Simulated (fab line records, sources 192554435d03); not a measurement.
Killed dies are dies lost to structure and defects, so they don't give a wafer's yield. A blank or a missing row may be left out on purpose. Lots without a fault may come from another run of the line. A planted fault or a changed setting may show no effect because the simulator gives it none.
A struck lot beside a sound one | flow n5_finfet | 16 steps out of a route of 1938
Sound: wafers L479.1, L479.2, L479.4. Struck: wafers L492.1, L492.5, L492.6. The cause comes at the end.
At each step with rows: each side's tool, then ch and its chambers, then its first start. Under that, the readings that differ: sound wafers | struck wafers | difference of the means | sigmas: that difference in standard deviations of wafers without a fault.
alike: readings whose means differ by less than 2 such deviations, and words and numbers that are the same on both sides. not compared: withheld readings, readings that some wafer has no value for, bounds like >300 that may hide the same value, and numbers for which the record gives no deviation and whose values overlap.
The two part at a step that has a row with sigmas, a row that says differs or no value, or rows on one side only. Numbers that don't overlap but have no deviation are shown without sigmas and don't part them. A reading that every wafer of one side lacks parts them only if that side has two wafers or more.

N5_BEOL_M3_CD_MEAS_35: target cd 18 nm, target cd y 21 nm.
  sound on cd_sem-01, day 11 10:16; struck on cd_sem-03, day 14 22:02
  alike: cd_nm
then, 1 step without rows for these wafers: N5_BEOL_M3_DEGAS_44 (time 60 s).
N5_BEOL_M3_PRE_CLEAN_45: time 30 s.
  sound on pvd_sputter-02, day 11 10:44; struck on pvd_sputter-03, day 14 22:29
  alike: heater_power_w
then, 3 steps without rows for these wafers: N5_BEOL_M3_ALD_84 (deposits TaN, pulse time 2 s, purge time 3 s, co reactant purge time 2 s); N5_BEOL_M3_SURFACE_TREAT_85; N5_BEOL_M3_CVD_47 (deposits Co from CCTBA/H2, target thk 3 nm, time 223.8 s).
N5_BEOL_M3_SPUTTER_48: material Cu, target thk 4.5 nm, time 8.29 s.
  sound on pvd_sputter-01, day 11 11:22; struck on pvd_sputter-03, day 14 23:07
  alike: chamber_pressure_pa, chuck_gas_flow_sccm, chuck_sensor_temp_C, substrate_temp_c, throttle_valve_pct
N5_BEOL_M3_ANNEAL_49: time 240 s.
  sound on pvd_sputter-01, day 11 11:26; struck on pvd_sputter-03, day 14 23:12
  alike: heater_power_w
then, 2 steps without rows for these wafers: N5_BEOL_M3_SPUTTER_79 (material Cu, target thk 4.5 nm, time 8.29 s); N5_BEOL_M3_ANNEAL_80 (time 240 s).
N5_BEOL_M3_SPUTTER_81: material Cu, target thk 4.5 nm, time 8.29 s.
  sound on pvd_sputter-01, day 11 11:48; struck on pvd_sputter-03, day 14 23:34
  alike: chamber_pressure_pa, chuck_gas_flow_sccm, chuck_sensor_temp_C, substrate_temp_c, throttle_valve_pct
N5_BEOL_M3_ANNEAL_82: time 240 s.
  sound on pvd_sputter-01, day 11 11:53; struck on pvd_sputter-03, day 14 23:38
  alike: heater_power_w
N5_BEOL_M3_SPUTTER_86: material Cu, target thk 4.5 nm, time 8.29 s.
  sound on pvd_sputter-01, day 11 12:01; struck on pvd_sputter-03, day 14 23:47
  no value came back on the struck wafers for any of 6 readings (chamber_pressure_pa (Pa), chuck_gas_flow_sccm (sccm) and others); on the sound wafers chamber_pressure_pa (Pa) reads 0.06993 0.06992 0.07002
then, 1 step without rows for these wafers: N5_BEOL_M3_ANNEAL_87 (time 240 s).
N5_BEOL_M4_RC_MEAS_101:
  sound on prober-02 ch 0, day 13 22:44; struck on prober-02 ch 0, day 15 22:40
  alike: DIBL_N, DIBL_P, IOFF_N, IOFF_P, ION_N, ION_P, SS_N, SS_P, VT_N, VT_P
-- the record jumps here: 6 days lie between the struck wafers' starts before and after (it left off in module BEOL_M4 and takes up again in module PASSIVATION, whose first step shown is number 1936 of the route) --
N5_PASSIVATION_PROBE_49:
  the record has rows for the struck wafers here (prober-01, day 21 16:10) and none for the sound ones

WHERE THEY PART
First at N5_BEOL_M3_SPUTTER_86; last, within this record, at N5_PASSIVATION_PROBE_49.

WHY: what the simulator had put in
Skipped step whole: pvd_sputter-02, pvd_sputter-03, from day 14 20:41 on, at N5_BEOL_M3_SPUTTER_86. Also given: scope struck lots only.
